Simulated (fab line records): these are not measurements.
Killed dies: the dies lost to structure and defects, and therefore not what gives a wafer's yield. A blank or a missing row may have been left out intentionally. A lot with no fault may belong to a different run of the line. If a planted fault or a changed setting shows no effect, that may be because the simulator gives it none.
fab line records / flow n5Finfet / part 2 of 2: steps 29 to 36 of 36
record: lots: 5 wafers: 15 lastDay: 17
route steps=1938 shown MIM_BOT@1832 MIM_TOP@1834 MIM_TOP_LITHO@1839 MIM_TOP_ETCH@1851 MIM_BOT_LITHO@1854 MIM_BOT_ETCH@1866
lots untouched by any fault: they come from a run of this same line in which no faults occurred
startH: hours from the record's first day to the start of the lot's first wafer shown / waitH: hours from the lot's prior step to this one / " the same as in the row above / L1.1+2: a single row standing in for several wafers / - value missing, or start not given / * or withheld: withheld / < > ~ a bound
route shown NAME@n: a module of which the file shows steps, and the number in the route of the first / usual: mean and standard deviation over wafers with no fault / same: alike in all rows / chamber/n: place in a boat / sites: each site's reading / _std_site: standard deviation across them / _edge_site: outer sites' mean less inner sites' / radiusMm: how far each site lies from the wafer's centre / mask NAME#n: copy n / behind: the last tool/chamber to shape the wafer / hold: cause of the lot's hold/its duration in hours/its outcome / device: the n, p or np transistor that did not switch / end of line: the same wafers' tests at the end of the route / a step given without rows: its recipe and nothing more / killed: count of dies lost to structure and defects at first sort (not the wafer's yield) / map: the dies of a wafer, with x for killed, . for not killed, _ for no die there
set.NAME: setting as actually run; set.NAME@STEP: the setting as run at that earlier step / model.NAME: the simulator's own value behind a step, which no gauge read
lots seen at some steps along the route; tables by step, rows by wafer
services: from which hour (startH, from the record's first day; less than 0 if before it) a tool's chamber was out of use, for how many hours, and why
== steps ==
step: N5_MIM_BOT_LITHO_DEVELOP_07
recipe: developTimeS: 60 rinseLiquid: diw dry: airSpin devTempC: 21
lot.wafer=L075.1+3+5 tool=lithoTrack-05 chamber=0 startH=- waitH=-
lot.wafer=L084.1+4+5 tool=lithoTrack-01 chamber=0 startH=- waitH=-
lot.wafer=L089.3+4+5 tool=lithoTrack-01 chamber=0 startH=- waitH=-
lot.wafer=L093.1+3+4 tool=lithoTrack-04 chamber=0 startH=- waitH=-
lot.wafer=L094.1+5+6 tool=lithoTrack-04 chamber=0 startH=- waitH=-
step: N5_MIM_BOT_LITHO_HARDBAKE_09
recipe: tempC: 130 timeS: 120
same: timeS: 120
lot.wafer=L075.1+3+5 tool=lithoTrack-05 chamber=0 startH=- waitH=-
lot.wafer=L084.1+4+5 tool=lithoTrack-01 chamber=0 startH=- waitH=-
lot.wafer=L089.3+4+5 tool=lithoTrack-01 chamber=0 startH=- waitH=-
lot.wafer=L093.1+3+4 tool=lithoTrack-04 chamber=0 startH=- waitH=-
lot.wafer=L094.1+5+6 tool=lithoTrack-04 chamber=0 startH=- waitH=-
step: N5_MIM_BOT_LITHO_CD_MEAS_08
recipe: targetCdNm: 3000 landingEnergyEv: 500 detector: seInlens polarity: opening
usual: cdNm: 3000.4/1.6
lot.wafer=L075.1 tool=cdSem-02 chamber=0 startH=283.35 waitH=- cdNm=3000.1
lot.wafer=L075.3 tool=cdSem-02 chamber=0 startH=283.35 waitH=- cdNm=2999.4
lot.wafer=L075.5 tool=cdSem-02 chamber=0 startH=283.35 waitH=- cdNm=3001.7
lot.wafer=L084.1 tool=cdSem-03 chamber=0 startH=327.27 waitH=- cdNm=3000.9
lot.wafer=L084.4 tool=cdSem-03 chamber=0 startH=327.27 waitH=- cdNm=2998.5
lot.wafer=L084.5 tool=cdSem-03 chamber=0 startH=327.27 waitH=- cdNm=2998.6
lot.wafer=L089.3 tool=cdSem-01 chamber=0 startH=359.96 waitH=- cdNm=2998.2
lot.wafer=L089.4 tool=cdSem-01 chamber=0 startH=359.96 waitH=- cdNm=2997.4
lot.wafer=L089.5 tool=cdSem-01 chamber=0 startH=359.96 waitH=- cdNm=2999.4
lot.wafer=L093.1 tool=cdSem-01 chamber=0 startH=381.68 waitH=- cdNm=3000.6
lot.wafer=L093.3 tool=cdSem-01 chamber=0 startH=381.68 waitH=- cdNm=2999.0
lot.wafer=L093.4 tool=cdSem-01 chamber=0 startH=381.68 waitH=- cdNm=3001.3
lot.wafer=L094.1 tool=cdSem-01 chamber=0 startH=395.00 waitH=- cdNm=3001.4
lot.wafer=L094.5 tool=cdSem-01 chamber=0 startH=395.00 waitH=- cdNm=3002.6
lot.wafer=L094.6 tool=cdSem-01 chamber=0 startH=395.00 waitH=- cdNm=3001.3
step: N5_MIM_BOT_LITHO_OVL_MEAS_11
recipe: pointsPerWafer: 44
usual: MIM_BOT_OVL: -3/6
same: pointsPerWafer: 44
lot.wafer=L075.1 tool=overlay-02 chamber=0 startH=283.38 waitH=0.0 MIM_BOT_OVL[nm]=-1
lot.wafer=L075.3 tool=overlay-02 chamber=0 startH=283.38 waitH=0.0 MIM_BOT_OVL[nm]=-5
lot.wafer=L075.5 tool=overlay-02 chamber=0 startH=283.38 waitH=0.0 MIM_BOT_OVL[nm]=-8
lot.wafer=L084.1 tool=overlay-01 chamber=0 startH=327.30 waitH=0.0 MIM_BOT_OVL[nm]=4
lot.wafer=L084.4 tool=overlay-01 chamber=0 startH=327.30 waitH=0.0 MIM_BOT_OVL[nm]=-4
lot.wafer=L084.5 tool=overlay-01 chamber=0 startH=327.30 waitH=0.0 MIM_BOT_OVL[nm]=-2
lot.wafer=L089.3 tool=overlay-01 chamber=0 startH=359.99 waitH=0.0 MIM_BOT_OVL[nm]=5
lot.wafer=L089.4 tool=overlay-01 chamber=0 startH=359.99 waitH=0.0 MIM_BOT_OVL[nm]=-9
lot.wafer=L089.5 tool=overlay-01 chamber=0 startH=359.99 waitH=0.0 MIM_BOT_OVL[nm]=3
lot.wafer=L093.1 tool=overlay-01 chamber=0 startH=381.71 waitH=0.0 MIM_BOT_OVL[nm]=-3
lot.wafer=L093.3 tool=overlay-01 chamber=0 startH=381.71 waitH=0.0 MIM_BOT_OVL[nm]=-5
lot.wafer=L093.4 tool=overlay-01 chamber=0 startH=381.71 waitH=0.0 MIM_BOT_OVL[nm]=-1
lot.wafer=L094.1 tool=overlay-01 chamber=0 startH=395.04 waitH=0.0 MIM_BOT_OVL[nm]=-1
lot.wafer=L094.5 tool=overlay-01 chamber=0 startH=395.04 waitH=0.0 MIM_BOT_OVL[nm]=3
lot.wafer=L094.6 tool=overlay-01 chamber=0 startH=395.04 waitH=0.0 MIM_BOT_OVL[nm]=-4
step: N5_MIM_BOT_LITHO_INSPECT_12
recipe: mode: adi inspectInstrument: macro
usual: rawDefectCount: 2.1/1.5
lot.wafer=L075.1 tool=defectInspect-02 chamber=- startH=283.40 waitH=0.0 rawDefectCount=2
lot.wafer=L075.3 tool=defectInspect-02 chamber=- startH=283.40 waitH=0.0 rawDefectCount=1
lot.wafer=L075.5 tool=defectInspect-02 chamber=- startH=283.40 waitH=0.0 rawDefectCount=2
lot.wafer=L084.1 tool=defectInspect-01 chamber=- startH=327.33 waitH=0.0 rawDefectCount=2
lot.wafer=L084.4 tool=defectInspect-01 chamber=- startH=327.33 waitH=0.0 rawDefectCount=0
lot.wafer=L084.5 tool=defectInspect-01 chamber=- startH=327.33 waitH=0.0 rawDefectCount=1
lot.wafer=L089.3 tool=defectInspect-01 chamber=- startH=360.02 waitH=0.0 rawDefectCount=1
lot.wafer=L089.4 tool=defectInspect-01 chamber=- startH=360.02 waitH=0.0 rawDefectCount=1
lot.wafer=L089.5 tool=defectInspect-01 chamber=- startH=360.02 waitH=0.0 rawDefectCount=3
lot.wafer=L093.1 tool=defectInspect-01 chamber=- startH=381.73 waitH=0.0 rawDefectCount=2
lot.wafer=L093.3 tool=defectInspect-01 chamber=- startH=381.73 waitH=0.0 rawDefectCount=1
lot.wafer=L093.4 tool=defectInspect-01 chamber=- startH=381.73 waitH=0.0 rawDefectCount=3
lot.wafer=L094.1 tool=defectInspect-02 chamber=- startH=395.06 waitH=0.0 rawDefectCount=3
lot.wafer=L094.5 tool=defectInspect-02 chamber=- startH=395.06 waitH=0.0 rawDefectCount=3
lot.wafer=L094.6 tool=defectInspect-02 chamber=- startH=395.06 waitH=0.0 rawDefectCount=5
step: N5_MIM_BOT_LITHO_DESCUM_10
recipe: chemistry: O2 timeS: 7.9 sourcePowerW: 50 biasPowerW: 20 pressureMtorr: 20 rfFrequencyHz: 2.712e+07 tempC: 40 o2FlowSccm: 225
usual: drypumpMotorCurrentA: 5.9/0.37 oesProductAu: 0.84/0.061 rfVppV: 243.3/1.2 showerheadPlenumPTorr: 2.12/0.064 throttleValvePct: 20.46/0.2
same: timeS: 7.9
lot.wafer=L075.1 tool=rieDiel-06 chamber=3 startH=283.43 waitH=0.0 drypumpMotorCurrentA=5.4 oesProductAu=0.66 rfHoursCounterH=243 rfVppV=243.0 showerheadPlenumPTorr=2.05 throttleValvePct=20.77
lot.wafer=L075.3 tool=rieDiel-06 chamber=1 startH=283.43 waitH=0.0 drypumpMotorCurrentA=6.5 oesProductAu=0.87 rfHoursCounterH=52 rfVppV=243.1 showerheadPlenumPTorr=2.14 throttleValvePct=20.74
lot.wafer=L075.5 tool=rieDiel-06 chamber=0 startH=283.43 waitH=0.0 drypumpMotorCurrentA=6.2 oesProductAu=0.84 rfHoursCounterH=- rfVppV=241.9 showerheadPlenumPTorr=2.04 throttleValvePct=20.66
lot.wafer=L084.1 tool=rieDiel-06 chamber=3 startH=327.36 waitH=0.0 drypumpMotorCurrentA=5.4 oesProductAu=1.01 rfHoursCounterH=3 rfVppV=241.5 showerheadPlenumPTorr=2.05 throttleValvePct=20.36
lot.wafer=L084.4 tool=rieDiel-06 chamber=0 startH=327.36 waitH=0.0 drypumpMotorCurrentA=6.1 oesProductAu=0.83 rfHoursCounterH=79 rfVppV=242.8 showerheadPlenumPTorr=2.03 throttleValvePct=20.67
lot.wafer=L084.5 tool=rieDiel-06 chamber=1 startH=327.36 waitH=0.0 drypumpMotorCurrentA=6.5 oesProductAu=0.86 rfHoursCounterH=- rfVppV=243.3 showerheadPlenumPTorr=2.14 throttleValvePct=20.76
lot.wafer=L089.3 tool=rieDiel-06 chamber=1 startH=360.05 waitH=0.0 drypumpMotorCurrentA=6.5 oesProductAu=0.83 rfHoursCounterH=81 rfVppV=243.3 showerheadPlenumPTorr=2.13 throttleValvePct=20.78
lot.wafer=L089.4 tool=rieDiel-06 chamber=2 startH=360.05 waitH=0.0 drypumpMotorCurrentA=5.7 oesProductAu=0.79 rfHoursCounterH=107 rfVppV=242.0 showerheadPlenumPTorr=2.01 throttleValvePct=20.34
lot.wafer=L089.5 tool=rieDiel-06 chamber=0 startH=360.05 waitH=0.0 drypumpMotorCurrentA=6.2 oesProductAu=0.81 rfHoursCounterH=- rfVppV=242.3 showerheadPlenumPTorr=2.03 throttleValvePct=20.70
lot.wafer=L093.1 tool=rieDiel-02 chamber=2 startH=381.77 waitH=0.0 drypumpMotorCurrentA=6.2 oesProductAu=0.80 rfHoursCounterH=117 rfVppV=241.9 showerheadPlenumPTorr=2.11 throttleValvePct=20.21
lot.wafer=L093.3 tool=rieDiel-02 chamber=0 startH=381.77 waitH=0.0 drypumpMotorCurrentA=6.0 oesProductAu=0.78 rfHoursCounterH=132 rfVppV=243.4 showerheadPlenumPTorr=2.10 throttleValvePct=20.32
lot.wafer=L093.4 tool=rieDiel-02 chamber=1 startH=381.77 waitH=0.0 drypumpMotorCurrentA=5.5 oesProductAu=0.93 rfHoursCounterH=24 rfVppV=242.1 showerheadPlenumPTorr=2.14 throttleValvePct=20.62
lot.wafer=L094.1 tool=rieDiel-02 chamber=3 startH=395.19 waitH=0.1 drypumpMotorCurrentA=5.6 oesProductAu=0.79 rfHoursCounterH=91 rfVppV=243.7 showerheadPlenumPTorr=2.14 throttleValvePct=20.25
lot.wafer=L094.5 tool=rieDiel-02 chamber=3 startH=395.19 waitH=0.1 drypumpMotorCurrentA=5.5 oesProductAu=0.79 rfHoursCounterH=- rfVppV=243.0 showerheadPlenumPTorr=2.14 throttleValvePct=20.26
lot.wafer=L094.6 tool=rieDiel-02 chamber=0 startH=395.19 waitH=0.1 drypumpMotorCurrentA=6.0 oesProductAu=0.77 rfHoursCounterH=- rfVppV=243.1 showerheadPlenumPTorr=2.10 throttleValvePct=20.33
step: N5_MIM_BOT_ETCH_ETCH_04
recipe: chemistry: CF4/O2 target: SiNx targetDepthA: 260 timeS: 13 ionEnergyEv: 100 pressureMtorr: 40 sourceW: 535 biasW: 49 Ar_flow_sccm: 100 cf4FlowSccm: 100 O2_flow_sccm: 10
usual: drypumpMotorCurrentA: 5.9/0.37 oes_f_703_au: 0.82/0.055 oesProductAu: 0.83/0.06 rfVppV: 244/3.8 showerheadPlenumPTorr: 2.22/0.062 throttleValvePct: 15.93/0.21
same: timeS: 13
lot.wafer=L075.1 tool=rieDiel-06 chamber=3 startH=283.50 waitH=0.0 drypumpMotorCurrentA=5.4 oes_f_703_au=0.66 oesProductAu=0.66 rfHoursCounterH=243 rfVppV=246 showerheadPlenumPTorr=2.18 throttleValvePct=16.41
lot.wafer=L075.3 tool=rieDiel-06 chamber=1 startH=283.50 waitH=0.0 drypumpMotorCurrentA=6.5 oes_f_703_au=0.83 oesProductAu=0.84 rfHoursCounterH=52 rfVppV=246 showerheadPlenumPTorr=2.23 throttleValvePct=16.12
lot.wafer=L075.5 tool=rieDiel-06 chamber=0 startH=283.50 waitH=0.0 drypumpMotorCurrentA=6.2 oes_f_703_au=0.85 oesProductAu=0.85 rfHoursCounterH=- rfVppV=245 showerheadPlenumPTorr=2.15 throttleValvePct=16.12
lot.wafer=L084.1 tool=rieDiel-06 chamber=3 startH=327.43 waitH=0.0 drypumpMotorCurrentA=5.4 oes_f_703_au=0.97 oesProductAu=1.01 rfHoursCounterH=3 rfVppV=247 showerheadPlenumPTorr=2.17 throttleValvePct=15.93
lot.wafer=L084.4 tool=rieDiel-06 chamber=0 startH=327.43 waitH=0.0 drypumpMotorCurrentA=6.2 oes_f_703_au=0.82 oesProductAu=0.84 rfHoursCounterH=79 rfVppV=245 showerheadPlenumPTorr=2.14 throttleValvePct=16.13
lot.wafer=L084.5 tool=rieDiel-06 chamber=1 startH=327.43 waitH=0.0 drypumpMotorCurrentA=6.5 oes_f_703_au=0.81 oesProductAu=0.83 rfHoursCounterH=- rfVppV=245 showerheadPlenumPTorr=2.23 throttleValvePct=16.14
lot.wafer=L089.3 tool=rieDiel-06 chamber=1 startH=360.11 waitH=0.0 drypumpMotorCurrentA=6.5 oes_f_703_au=0.80 oesProductAu=0.80 rfHoursCounterH=81 rfVppV=245 showerheadPlenumPTorr=2.22 throttleValvePct=16.17
lot.wafer=L089.4 tool=rieDiel-06 chamber=2 startH=360.11 waitH=0.0 drypumpMotorCurrentA=5.7 oes_f_703_au=0.80 oesProductAu=0.79 rfHoursCounterH=107 rfVppV=243 showerheadPlenumPTorr=2.13 throttleValvePct=15.94
lot.wafer=L089.5 tool=rieDiel-06 chamber=0 startH=360.11 waitH=0.0 drypumpMotorCurrentA=6.2 oes_f_703_au=0.81 oesProductAu=0.82 rfHoursCounterH=- rfVppV=244 showerheadPlenumPTorr=2.14 throttleValvePct=16.15
lot.wafer=L093.1 tool=rieDiel-02 chamber=2 startH=381.83 waitH=0.0 drypumpMotorCurrentA=6.2 oes_f_703_au=0.77 oesProductAu=0.80 rfHoursCounterH=117 rfVppV=252 showerheadPlenumPTorr=2.20 throttleValvePct=15.65
lot.wafer=L093.3 tool=rieDiel-02 chamber=0 startH=381.83 waitH=0.0 drypumpMotorCurrentA=6.0 oes_f_703_au=0.78 oesProductAu=0.77 rfHoursCounterH=132 rfVppV=244 showerheadPlenumPTorr=2.20 throttleValvePct=15.85
lot.wafer=L093.4 tool=rieDiel-02 chamber=1 startH=381.83 waitH=0.0 drypumpMotorCurrentA=5.5 oes_f_703_au=0.89 oesProductAu=0.91 rfHoursCounterH=24 rfVppV=240 showerheadPlenumPTorr=2.26 throttleValvePct=16.12
lot.wafer=L094.1 tool=rieDiel-02 chamber=3 startH=395.25 waitH=0.0 drypumpMotorCurrentA=5.5 oes_f_703_au=0.79 oesProductAu=0.78 rfHoursCounterH=91 rfVppV=238 showerheadPlenumPTorr=2.23 throttleValvePct=15.68
lot.wafer=L094.5 tool=rieDiel-02 chamber=3 startH=395.25 waitH=0.0 drypumpMotorCurrentA=5.5 oes_f_703_au=0.79 oesProductAu=0.78 rfHoursCounterH=- rfVppV=240 showerheadPlenumPTorr=2.23 throttleValvePct=15.67
lot.wafer=L094.6 tool=rieDiel-02 chamber=0 startH=395.25 waitH=0.0 drypumpMotorCurrentA=6.0 oes_f_703_au=0.77 oesProductAu=0.76 rfHoursCounterH=- rfVppV=243 showerheadPlenumPTorr=2.20 throttleValvePct=15.85
step: N5_MIM_BOT_ETCH_ETCH_03
recipe: chemistry: Cl2/BCl3 targetDepthA: 120 pressureMtorr: 8 icpW: 800 biasW: 100 Cl2_flow_sccm: 20 bcl3FlowSccm: 80
usual: drypumpMotorCurrentA: 5.79/0.2 oesProductAu: 0.75/0.05 throttleValvePct: 27.6/0.34
lot.wafer=L075.1 tool=rieMetal-01 chamber=1 startH=283.59 waitH=0.1 drypumpMotorCurrentA=5.77 oesProductAu=0.74 rfHoursCounterH=48 throttleValvePct=28.1
lot.wafer=L075.3 tool=rieMetal-01 chamber=0 startH=283.59 waitH=0.1 drypumpMotorCurrentA=5.85 oesProductAu=0.74 rfHoursCounterH=- throttleValvePct=27.2
lot.wafer=L075.5 tool=rieMetal-01 chamber=1 startH=283.59 waitH=0.1 drypumpMotorCurrentA=5.80 oesProductAu=0.75 rfHoursCounterH=- throttleValvePct=28.1
lot.wafer=L084.1 tool=rieMetal-01 chamber=1 startH=327.52 waitH=0.1 drypumpMotorCurrentA=5.85 oesProductAu=0.74 rfHoursCounterH=53 throttleValvePct=28.1
lot.wafer=L084.4 tool=rieMetal-01 chamber=0 startH=327.52 waitH=0.1 drypumpMotorCurrentA=5.87 oesProductAu=0.72 rfHoursCounterH=- throttleValvePct=27.2
lot.wafer=L084.5 tool=rieMetal-01 chamber=0 startH=327.52 waitH=0.1 drypumpMotorCurrentA=5.84 oesProductAu=0.73 rfHoursCounterH=- throttleValvePct=27.2
lot.wafer=L089.3 tool=rieMetal-03 chamber=1 startH=360.23 waitH=0.1 drypumpMotorCurrentA=6.06 oesProductAu=0.85 rfHoursCounterH=- throttleValvePct=27.9
lot.wafer=L089.4 tool=rieMetal-03 chamber=0 startH=360.23 waitH=0.1 drypumpMotorCurrentA=6.02 oesProductAu=0.69 rfHoursCounterH=- throttleValvePct=27.4
lot.wafer=L089.5 tool=rieMetal-03 chamber=0 startH=360.23 waitH=0.1 drypumpMotorCurrentA=6.03 oesProductAu=0.70 rfHoursCounterH=- throttleValvePct=27.4
lot.wafer=L093.1 tool=rieMetal-02 chamber=0 startH=381.92 waitH=0.1 drypumpMotorCurrentA=5.64 oesProductAu=0.74 rfHoursCounterH=47 throttleValvePct=27.4
lot.wafer=L093.3 tool=rieMetal-02 chamber=0 startH=381.92 waitH=0.1 drypumpMotorCurrentA=5.64 oesProductAu=0.74 rfHoursCounterH=- throttleValvePct=27.4
lot.wafer=L093.4 tool=rieMetal-02 chamber=1 startH=381.92 waitH=0.1 drypumpMotorCurrentA=5.47 oesProductAu=0.71 rfHoursCounterH=- throttleValvePct=27.3
lot.wafer=L094.1 tool=rieMetal-03 chamber=1 startH=395.34 waitH=0.1 drypumpMotorCurrentA=6.05 oesProductAu=0.84 rfHoursCounterH=22 throttleValvePct=27.9
lot.wafer=L094.5 tool=rieMetal-03 chamber=1 startH=395.34 waitH=0.1 drypumpMotorCurrentA=6.04 oesProductAu=0.85 rfHoursCounterH=- throttleValvePct=28.0
lot.wafer=L094.6 tool=rieMetal-03 chamber=0 startH=395.34 waitH=0.1 drypumpMotorCurrentA=6.03 oesProductAu=0.69 rfHoursCounterH=- throttleValvePct=27.4
== services ==
tool=rieDiel-05 chamber=- startH=265.91 hours=4.3 kind=pm
tool=pecvd-01 chamber=- startH=266.59 hours=2.8 kind=pm
tool=rieMetal-02 chamber=0 startH=279.63 hours=9.4 kind=repair
tool=krfScanner-02 chamber=- startH=281.41 hours=0.8 kind=pm
tool=rieDiel-05 chamber=- startH=283.06 hours=1.3 kind=repair
tool=krfScanner-01 chamber=- startH=304.61 hours=4.0 kind=pm
tool=rieDiel-04 chamber=2 startH=310.40 hours=11.5 kind=repair
tool=aldHk-03 chamber=- startH=315.46 hours=0.6 kind=repair
tool=rieDiel-01 chamber=2 startH=315.73 hours=7.1 kind=repair
tool=krfScanner-01 chamber=- startH=321.71 hours=0.6 kind=repair
tool=krfScanner-02 chamber=- startH=334.23 hours=3.6 kind=pm
tool=rieMetal-01 chamber=- startH=340.25 hours=9.7 kind=repair
tool=pecvd-04 chamber=- startH=348.20 hours=2.8 kind=pm
tool=rieDiel-02 chamber=3 startH=350.59 hours=13.3 kind=repair
tool=rieDiel-05 chamber=0 startH=359.28 hours=1.5 kind=repair
tool=pecvd-01 chamber=1 startH=365.10 hours=21.0 kind=repair
tool=pvdSputter-02 chamber=- startH=366.38 hours=0.7 kind=repair
tool=krfScanner-01 chamber=- startH=367.62 hours=0.8 kind=pm
tool=krfScanner-02 chamber=- startH=370.47 hours=0.9 kind=repair
tool=rieDiel-02 chamber=1 startH=372.17 hours=3.1 kind=repair
tool=krfScanner-02 chamber=- startH=374.38 hours=1.3 kind=pm
tool=rieDiel-04 chamber=2 startH=377.70 hours=15.9 kind=repair
tool=aldHk-02 chamber=- startH=388.37 hours=2.2 kind=repair
tool=pecvd-01 chamber=1 startH=390.38 hours=8.5 kind=repair
